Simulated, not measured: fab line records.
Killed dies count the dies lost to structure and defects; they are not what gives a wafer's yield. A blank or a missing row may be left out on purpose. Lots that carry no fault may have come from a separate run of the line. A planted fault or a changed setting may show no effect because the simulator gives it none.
Which tool was responsible? -- flow n5_finfet -- 72 wafers from 24 lots sampled at 5 of the route's 1938 steps

== WHAT THE GAUGES SHOWED, per wafer ==
N5_ILD0_THK_MEAS_04. Usual: thk_nm 197.2 nm, standard deviation 1.
lot,measured,on,thk_nm (nm),flag
L074,day 3 19:25,film_metro-01,195.8 197.0 198.0,
L075,day 4 05:05,film_metro-02,196.5 197.9 197.5,
L076,day 4 05:08,film_metro-01,197.0 195.5 197.1,
L077,day 4 07:39,film_metro-02,197.4 197.1 195.5,
L078,day 4 22:34,film_metro-02,195.7 195.7 198.4,
L079,day 5 05:35,film_metro-01,198.1 196.3 198.0,
L080,day 5 09:17,film_metro-01,198.3 197.8 198.2,
L083,day 6 01:27,film_metro-01,197.0 197.8 195.1,
L081,day 6 03:11,film_metro-01,198.0 197.1 196.7,
L084,day 6 04:08,film_metro-02,197.4 196.1 197.0,
L082,day 6 06:42,film_metro-02,197.8 196.4 196.8,
L085,day 6 13:10,film_metro-02,198.2 196.9 198.7,
L086,day 6 13:28,film_metro-01,196.5 196.0 196.2,
L087,day 6 21:41,film_metro-02,196.8 197.3 197.6,
L088,day 7 02:43,film_metro-02,198.1 197.6 197.8,
L089,day 7 09:04,film_metro-02,197.6 198.2 199.0,
L090,day 7 16:15,film_metro-02,197.8 197.5 197.1,
L091,day 7 20:56,film_metro-02,197.6 196.5 197.2,
L092,day 8 01:52,film_metro-02,196.3 196.5 198.5,
L093,day 8 14:19,film_metro-02,197.7 197.6 198.1,
L094,day 8 19:35,film_metro-01,194.3 200.4 200.3,
L095,day 8 23:11,film_metro-01,197.3 196.9 197.7,
L096,day 9 07:26,film_metro-01,196.1 197.7 194.8,
L097,day 9 15:50,film_metro-01,197.3 198.2 198.1,

N5_ILD0_INSPECT_06: inspects for defects (darkfield). Usual: raw_defect_count 37, standard deviation 14.
lot,measured,on,raw_defect_count,flag
L074,day 3 22:59,defect_inspect-02,44 23 22,
L075,day 4 08:39,defect_inspect-02,44 71 57,
L076,day 4 08:43,defect_inspect-01,19 34 24,
L077,day 4 11:26,defect_inspect-01,50 16 40,
L078,day 5 02:07,defect_inspect-02,31 32 35,
L079,day 5 09:10,defect_inspect-01,53 26 45,
L080,day 5 12:52,defect_inspect-02,18 36 40,
L083,day 6 05:02,defect_inspect-01,60 26 30,
L081,day 6 06:46,defect_inspect-02,17 34 23,
L084,day 6 07:41,defect_inspect-01,20 32 18,
L082,day 6 10:44,defect_inspect-02,43 25 35,
L085,day 6 16:56,defect_inspect-02,39 48 25,
L086,day 6 17:04,defect_inspect-01,28 40 25,
L087,day 7 01:52,defect_inspect-01,42 47 36,
L088,day 7 06:17,defect_inspect-01,45 39 37,
L089,day 7 12:46,defect_inspect-02,52 42 46,
L090,day 7 20:16,defect_inspect-01,49 30 30,
L091,day 8 00:34,defect_inspect-01,86 32 46,
L092,day 8 05:31,defect_inspect-01,37 21 29,
L093,day 8 17:52,defect_inspect-02,33 38 45,
L094,day 8 23:09,defect_inspect-02,34 44 36,
L095,day 9 02:45,defect_inspect-01,53 30 28,
L096,day 9 11:01,defect_inspect-02,16 19 66,
L097,day 9 19:23,defect_inspect-01,32 32 77,

== WHICH TOOL RAN EACH LOT (tool, then ch and the chambers of the sampled wafers, then the start) ==
lot,N5_SD_EPI_N_ETCH_35,N5_SD_EPI_P_DESCUM_14,N5_ILD0_ALD_15
L074,"rie_diel-01 ch 1,2, day 3 00:22","rie_diel-03 ch 1,2,3, day 3 04:46","ald_sin-02 ch 0,2,3, day 3 21:32"
L075,"rie_diel-01 ch 0,2,3, day 3 06:45","rie_diel-03 ch 0,1,2, day 3 10:59","ald_sin-01 ch 0,1,3, day 4 06:08"
L076,"rie_diel-01 ch 1,2,3, day 3 11:47","rie_diel-05 ch 0,3, day 3 16:46","ald_sin-02 ch 0,2, day 4 06:11"
L077,"rie_diel-02 ch 1,2,3, day 3 19:33","rie_diel-05 ch 1,2,3, day 3 23:53","ald_sin-03 ch 0,1,3, day 4 08:55"
L078,"rie_diel-01 ch 1,2,3, day 4 09:31","rie_diel-04 ch 0,1,3, day 4 14:31","ald_sin-02 ch 0,2,3, day 4 23:36"
L079,"rie_diel-06 ch 0,1,2, day 4 17:34","rie_diel-03 ch 0,3, day 4 21:54","ald_sin-03 ch 0,1, day 5 06:38"
L080,"rie_diel-06 ch 0,2, day 4 20:12","rie_diel-05 ch 0,1,3, day 5 00:55","ald_sin-02 ch 0,1,3, day 5 10:20"
L083,"rie_diel-01 ch 1,2, day 5 12:58","rie_diel-03 ch 0,2,3, day 5 17:18","ald_sin-01 ch 0,1, day 6 02:31"
L081,"rie_diel-06 ch 0,1,2, day 5 15:15","rie_diel-04 ch 0,2, day 5 19:53","ald_sin-03 ch 0,2,3, day 6 04:14"
L084,"rie_diel-02 ch 2,3, day 5 16:15","rie_diel-03 ch 0,1,3, day 5 20:47","ald_sin-01 ch 1,2,3, day 6 05:10"
L082,"rie_diel-01 ch 1,2,3, day 5 16:54","rie_diel-03 ch 1,2, day 5 21:53","ald_sin-01 ch 2,3, day 6 07:58"
L085,"rie_diel-06 ch 1,2, day 5 22:32","rie_diel-03 ch 2,3, day 6 03:14","ald_sin-01 ch 0,1, day 6 14:25"
L086,"rie_diel-01 ch 1,2, day 6 01:11","rie_diel-04 ch 0,3, day 6 06:16","ald_sin-02 ch 0,1,2, day 6 14:33"
L087,"rie_diel-02 ch 1,2,3, day 6 09:08","rie_diel-04 ch 0,1,3, day 6 13:57","ald_sin-01 ch 0,2,3, day 6 23:21"
L088,"rie_diel-01 ch 0,1, day 6 15:06","rie_diel-04 ch 1,3, day 6 19:20","ald_sin-01 ch 2,3, day 7 03:45"
L089,"rie_diel-01 ch 2,3, day 6 21:00","rie_diel-05 ch 1,2,3, day 7 01:35","ald_sin-01 ch 1,2, day 7 10:14"
L090,"rie_diel-02 ch 1,2,3, day 7 03:19","rie_diel-04 ch 0,1,3, day 7 08:58","ald_sin-01 ch 0,1,2, day 7 17:44"
L091,"rie_diel-01 ch 2,3, day 7 08:37","rie_diel-03 ch 0,1,3, day 7 13:19","ald_sin-02 ch 0,1,3, day 7 22:03"
L092,"rie_diel-02 ch 0,2,3, day 7 14:04","rie_diel-04 ch 0,1, day 7 18:41","ald_sin-02 ch 0,1,2, day 8 03:00"
L093,"rie_diel-06 ch 0,2,3, day 8 00:45","rie_diel-04 ch 1,2,3, day 8 05:55","ald_sin-03 ch 0,1,3, day 8 15:21"
L094,"rie_diel-01 ch 0,2, day 8 05:52","rie_diel-04 ch 0,2, day 8 10:58","ald_sin-01 ch 0,3, day 8 20:38"
L095,"rie_diel-01 ch 0,2,3, day 8 09:57","rie_diel-03 ch 0,1,2, day 8 15:16","ald_sin-02 ch 0,1,2, day 9 00:14"
L096,"rie_diel-01 ch 0,1,3, day 8 17:25","rie_diel-03 ch 0,1, day 8 22:13","ald_sin-01 ch 1,2, day 9 08:29"
L097,"rie_diel-01 ch 0,2,3, day 9 00:01","rie_diel-04 ch 0,1,2, day 9 05:01","ald_sin-03 ch 1,2,3, day 9 16:52"
- N5_SD_EPI_N_ETCH_35: etches SOC in N2/H2, overetch 108 nm, time 486 s.
- N5_SD_EPI_P_DESCUM_14: chemistry O2, time 7.9 s.
- N5_ILD0_ALD_15: deposits SiNx, target thk 24 nm, pulse time 1 s, ald cycles 480.

== WHAT THE TOOLS THEMSELVES READ (means of the sampled wafers that have a number; where no wafer has one, the mark that the record gives instead) ==
N5_SD_EPI_N_ETCH_35. Usual: drypump_motor_current_A 5.4 A, standard deviation 0.4; oes_product_au 0.67 a.u., standard deviation 0.047; rf_vpp_V 241.3 V, standard deviation 1.1; showerhead_plenum_p_Torr 2.59 Torr, standard deviation 0.055; throttle_valve_pct 23.81 %, standard deviation 0.22.
lot,tool,drypump_motor_current_A (A),oes_product_au (a.u.),rf_vpp_V (V),showerhead_plenum_p_Torr (Torr),throttle_valve_pct (%),flag
L074,rie_diel-01,5.2,0.71,242.1,2.56,23.77,
L075,rie_diel-01,5.2,0.67,241.2,2.57,23.74,
L076,rie_diel-01,5.4,0.70,241.4,2.55,23.79,
L077,rie_diel-02,5.6,0.67,242.0,2.61,23.90,
L078,rie_diel-01,5.4,0.69,241.1,2.55,23.79,
L079,rie_diel-06,5.3,0.68,242.4,2.64,23.77,
L080,rie_diel-06,5.1,0.69,242.9,2.65,23.87,
L083,rie_diel-01,5.7,0.71,240.9,2.56,23.83,
L081,rie_diel-06,5.2,0.67,242.7,2.64,23.80,
L084,rie_diel-02,5.6,0.66,240.8,2.60,23.71,
L082,rie_diel-01,5.4,0.69,241.0,2.54,23.80,
L085,rie_diel-06,5.4,0.66,242.7,2.62,23.46,
L086,rie_diel-01,5.7,0.71,240.4,2.56,23.84,
L087,rie_diel-02,5.7,0.66,242.4,2.60,23.92,
L088,rie_diel-01,5.8,0.66,240.8,2.60,23.79,
L089,rie_diel-01,5.1,0.66,240.6,2.52,23.79,
L090,rie_diel-02,5.7,0.65,241.0,2.60,23.93,
L091,rie_diel-01,4.9,0.65,239.7,2.53,23.79,
L092,rie_diel-02,5.5,0.71,241.4,2.62,23.78,
L093,rie_diel-06,5.3,0.73,240.7,2.59,23.97,
L094,rie_diel-01,5.1,0.64,240.3,2.56,23.79,
L095,rie_diel-01,5.2,0.64,240.3,2.55,23.80,
L096,rie_diel-01,5.6,0.66,241.3,2.56,23.83,
L097,rie_diel-01,5.2,0.63,240.6,2.55,23.81,

N5_SD_EPI_P_DESCUM_14. Usual: drypump_motor_current_A 5.7 A, standard deviation 0.4; oes_product_au 0.78 a.u., standard deviation 0.073; rf_vpp_V 243.3 V, standard deviation 1.5; showerhead_plenum_p_Torr 2.10 Torr, standard deviation 0.083; throttle_valve_pct 20.46 %, standard deviation 0.21.
lot,tool,drypump_motor_current_A (A),oes_product_au (a.u.),rf_vpp_V (V),showerhead_plenum_p_Torr (Torr),throttle_valve_pct (%),flag
L074,rie_diel-03,5.5,0.76,242.2,2.06,20.28,
L075,rie_diel-03,5.6,0.81,242.3,2.08,20.27,
L076,rie_diel-05,6.2,0.73,242.4,2.06,20.47,
L077,rie_diel-05,6.1,0.77,243.7,2.14,20.54,
L078,rie_diel-04,5.4,0.76,241.4,2.04,20.58,
L079,rie_diel-03,5.8,0.80,245.5,2.19,20.44,
L080,rie_diel-05,6.1,0.74,243.9,2.10,20.58,
L083,rie_diel-03,5.7,0.76,243.9,2.12,20.43,
L081,rie_diel-04,5.8,0.72,242.1,2.05,20.64,
L084,rie_diel-03,5.5,0.79,243.6,2.13,20.32,
L082,rie_diel-03,5.6,0.76,241.9,2.00,20.26,
L085,rie_diel-03,5.8,0.71,241.7,2.04,20.43,
L086,rie_diel-04,5.6,0.89,244.7,2.17,20.36,
L087,rie_diel-04,5.4,0.85,244.1,2.13,20.50,
L088,rie_diel-04,5.7,0.91,244.7,2.21,20.35,
L089,rie_diel-05,6.1,0.74,243.5,2.13,20.57,
L090,rie_diel-04,5.4,0.83,243.1,2.12,20.51,
L091,rie_diel-03,5.6,0.87,243.7,2.13,20.21,
L092,rie_diel-04,5.2,0.80,243.4,2.07,20.66,
L093,rie_diel-04,5.7,0.81,244.2,2.14,20.49,
L094,rie_diel-04,5.4,0.72,243.1,2.02,20.69,
L095,rie_diel-03,5.6,0.77,242.0,2.07,20.31,
L096,rie_diel-03,5.3,0.80,242.9,2.08,20.16,
L097,rie_diel-04,5.5,0.75,243.2,2.06,20.68,

N5_ILD0_ALD_15. Usual: heater_power_w 810 W, standard deviation 78; precursor_pulse_height_rel 0.999, standard deviation 0.019; susceptor_temp_C 399.98 C, standard deviation 0.21.
lot,tool,heater_power_w (W),precursor_pulse_height_rel,susceptor_temp_C (C),flag
L074,ald_sin-02,739,0.998,399.87,
L075,ald_sin-01,853,1.002,399.89,
L076,ald_sin-02,750,0.977,400.05,
L077,ald_sin-03,762,0.983,399.93,
L078,ald_sin-02,750,1.023,399.95,
L079,ald_sin-03,720,0.992,400.15,
L080,ald_sin-02,823,0.997,399.83,
L083,ald_sin-01,808,1.002,400.19,
L081,ald_sin-03,786,1.011,399.91,
L084,ald_sin-01,843,1.006,399.77,
L082,ald_sin-01,878,0.995,400.03,
L085,ald_sin-01,812,0.998,400.23,
L086,ald_sin-02,811,0.975,399.85,
L087,ald_sin-01,846,1.002,399.90,
L088,ald_sin-01,886,0.994,400.12,
L089,ald_sin-01,807,1.013,399.86,
L090,ald_sin-01,820,1.012,399.93,
L091,ald_sin-02,815,0.995,399.88,
L092,ald_sin-02,817,0.993,399.97,
L093,ald_sin-03,768,1.031,400.04,
L094,ald_sin-01,861,1.011,399.81,
L095,ald_sin-02,799,0.980,400.02,
L096,ald_sin-01,798,0.983,399.86,
L097,ald_sin-03,775,1.002,400.12,

== THE ANSWER, worked out from the rows above alone ==
Rule: take the mean of a lot's wafers that have a number; if it is more than 3 standard deviations from the usual mean, the lot is off. A lot without any number at a reading at which 4 lots or more have one is off too. Any other lot the step has rows for is counted as sound. After the gauges, taken in route order, come the tools' own readings; for these a lot's mean is taken, as printed above. The first step at which some lot is off is used, and at that step the reading that is off furthest; a lot without a number counts as furthest.
No lot is off on any of the readings shown, so nothing can be concluded from this.

== WHAT HAD BEEN PUT IN BY THE SIMULATOR ==
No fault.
